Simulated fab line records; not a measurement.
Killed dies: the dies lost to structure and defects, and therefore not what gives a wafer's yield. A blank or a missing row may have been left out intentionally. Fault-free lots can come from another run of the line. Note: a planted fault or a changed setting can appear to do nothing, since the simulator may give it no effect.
Code-filled problem report in 8D (eight disciplines) form || flow n5_finfet || the parts of the form that need people (team, actions taken, sign-off) are left out

1. PROBLEM STATEMENT
Wafers without a fault read 0.07002 Pa, standard deviation 0.00013; chamber_pressure_pa at N5_BEOL_M1_SPUTTER_90 reads a mean of 0.06696 Pa on 6 wafers belonging to 2 lots. Measured from the usual mean, that is -24 standard deviations.
The step: material Cu, target thk 4.5 nm, time 8.29 s.
First observed at day 9 06:23: wafer L601.4, on pvd_sputter-01. The record has a number at this step for 30 wafers belonging to 10 lots. Rule for "out", or "out of limits": more than 4 standard deviations from the usual mean. The rest of the wafers with a number are treated as sound.

2. WHAT IT IS AND WHAT IT IS NOT
{"question": "which readings at this step", "is": "chamber_pressure_pa", "is not": "throttle_valve_pct"}
{"question": "which lots", "is": "L601, L604", "is not": "L590, L591, L593, L594, L598, L599, L611, L613"}
{"question": "which wafers of those lots", "is": "all that have a number", "is not": "-"}
{"question": "read on which tools", "is": "pvd_sputter-01", "is not": "pvd_sputter-02, pvd_sputter-03"}
{"question": "when", "is": "from day 9 06:23", "is not": "up to then (18 sound wafers); but 6 sound wafers of L611, L613 came after"}

3. WHAT RULES OUT EACH SUSPECT
Counting: any tool at a process step up to the reading is kept as a suspect provided that every lot that is out went through it and no sound lot did after the first of them.
- pvd_sputter-01 at N5_BEOL_M1_ANNEAL_82 (time 240 s): kept. It ran every lot that is out, first L601 (day 9 05:48), and no sound lot after that; its last sound lot up to then is L599 (day 8 19:24).
- pvd_sputter-01 at N5_BEOL_M1_SPUTTER_90 (material Cu, target thk 4.5 nm, time 8.29 s): kept. It ran every lot that is out, first L601 (day 9 06:23), and no sound lot after that; its last sound lot up to then is L599 (day 8 19:59). Its own chamber_pressure_pa readings are out on those wafers.
What counting leaves: pvd_sputter-01 at N5_BEOL_M1_ANNEAL_82 and pvd_sputter-01 at N5_BEOL_M1_SPUTTER_90.

4. THE CAUSE (what the simulator had put in)
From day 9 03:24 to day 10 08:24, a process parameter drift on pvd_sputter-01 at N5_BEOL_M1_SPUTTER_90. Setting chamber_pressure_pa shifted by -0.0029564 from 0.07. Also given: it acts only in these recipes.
After counting, 2 suspects remain, this tool included.

5. THE EFFECT CHAIN, in route order
Each row: a reading whose mean over the struck wafers that have a number lies more than 3 standard deviations from the usual. Only readings whose record carries a usual standard deviation are examined. hours: median over the lots of the time between each lot's start at the first step of this table that gives one and its start at this step. sigmas: the change, counted in usual standard deviations.
{"hours": 0, "step": "N5_BEOL_M1_SPUTTER_90", "reading": "chamber_pressure_pa", "usual": "0.07002 Pa", "on struck wafers": 0.06696, "change": -0.00306, "sigmas": -24}
Process steps it contains:
- N5_BEOL_M1_SPUTTER_90: material Cu, target thk 4.5 nm, time 8.29 s.
Later measuring or inspecting steps at which every struck wafer that the step has a row for has a number for every such reading, and none has moved that far: N5_BEOL_M4_RC_MEAS_101.

6. WHAT WOULD HAVE CAUGHT IT SOONER
First out-of-limits reading in this record: day 9 06:23, which is 3 hours after fault onset at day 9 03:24.
